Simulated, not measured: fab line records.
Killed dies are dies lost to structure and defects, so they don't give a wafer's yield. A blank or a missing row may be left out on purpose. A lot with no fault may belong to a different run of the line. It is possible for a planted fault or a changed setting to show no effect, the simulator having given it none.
Chamber matching / flow n5-finfet / N5_BEOL_M6_DEP_56 on pecvd-03 has 3 sister chambers
The step deposits SiCN from 3MS/NH3, target thk 10 nm, time 17.5 s. 6 wafers are shown with their chamber, then 8 later ones without.

WAFERS WITH THEIR CHAMBER
wafer=L080.5; chamber=1; showerhead-plenum-p-Torr (Torr)=3.661; throttle-valve-pct (%)=9.2
wafer=L080.6; chamber=0; showerhead-plenum-p-Torr (Torr)=3.665; throttle-valve-pct (%)=9.4
wafer=L083.1; chamber=2; showerhead-plenum-p-Torr (Torr)=3.625; throttle-valve-pct (%)=8.7
wafer=L083.4; chamber=1; showerhead-plenum-p-Torr (Torr)=3.658; throttle-valve-pct (%)=9.0
wafer=L083.5; chamber=0; showerhead-plenum-p-Torr (Torr)=3.676; throttle-valve-pct (%)=9.4
wafer=L095.1; chamber=2; showerhead-plenum-p-Torr (Torr)=3.629; throttle-valve-pct (%)=8.8

WAFERS WITH NO CHAMBER GIVEN
wafer=L095.4; showerhead-plenum-p-Torr (Torr)=3.665; throttle-valve-pct (%)=9.1
wafer=L095.6; showerhead-plenum-p-Torr (Torr)=3.631; throttle-valve-pct (%)=9.3
wafer=L086.3; showerhead-plenum-p-Torr (Torr)=3.667; throttle-valve-pct (%)=9.4
wafer=L086.4; showerhead-plenum-p-Torr (Torr)=3.630; throttle-valve-pct (%)=8.9
wafer=L086.5; showerhead-plenum-p-Torr (Torr)=3.659; throttle-valve-pct (%)=8.9
wafer=L094.1; showerhead-plenum-p-Torr (Torr)=3.620; throttle-valve-pct (%)=9.0
wafer=L094.4; showerhead-plenum-p-Torr (Torr)=3.637; throttle-valve-pct (%)=8.8
wafer=L094.6; showerhead-plenum-p-Torr (Torr)=3.668; throttle-valve-pct (%)=9.2

THE CHAMBER EACH PASSED THROUGH
wafer=L095.4; from the rows above=1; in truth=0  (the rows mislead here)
wafer=L095.6; from the rows above=can't be placed: 2 or 1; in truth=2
wafer=L086.3; from the rows above=0; in truth=0
wafer=L086.4; from the rows above=2; in truth=2
wafer=L086.5; from the rows above=1; in truth=1
wafer=L094.1; from the rows above=2; in truth=2
wafer=L094.4; from the rows above=2; in truth=2
wafer=L094.6; from the rows above=can't be placed: 1 or 0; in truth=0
Placed correctly: 5 of 8. Not placeable from these rows: 2 (in 2, the candidates include the true chamber). Number placed wrongly: 1.
How it was worked out, from the rows above alone: a wafer's distance from a chamber is the root of the sum, over the readings, of the square of ((its reading less the chamber's mean) divided by the reading's scatter). If the next closest chamber is less than 2 further off than the closest, the wafer can't be placed; otherwise it belongs to the closest. The mean given for a chamber averages the wafers shown for that chamber. The scatter is the square root of a quotient: the sum, over the shown wafers, of each reading's squared deviation from its chamber's mean, divided by wafers minus chambers.
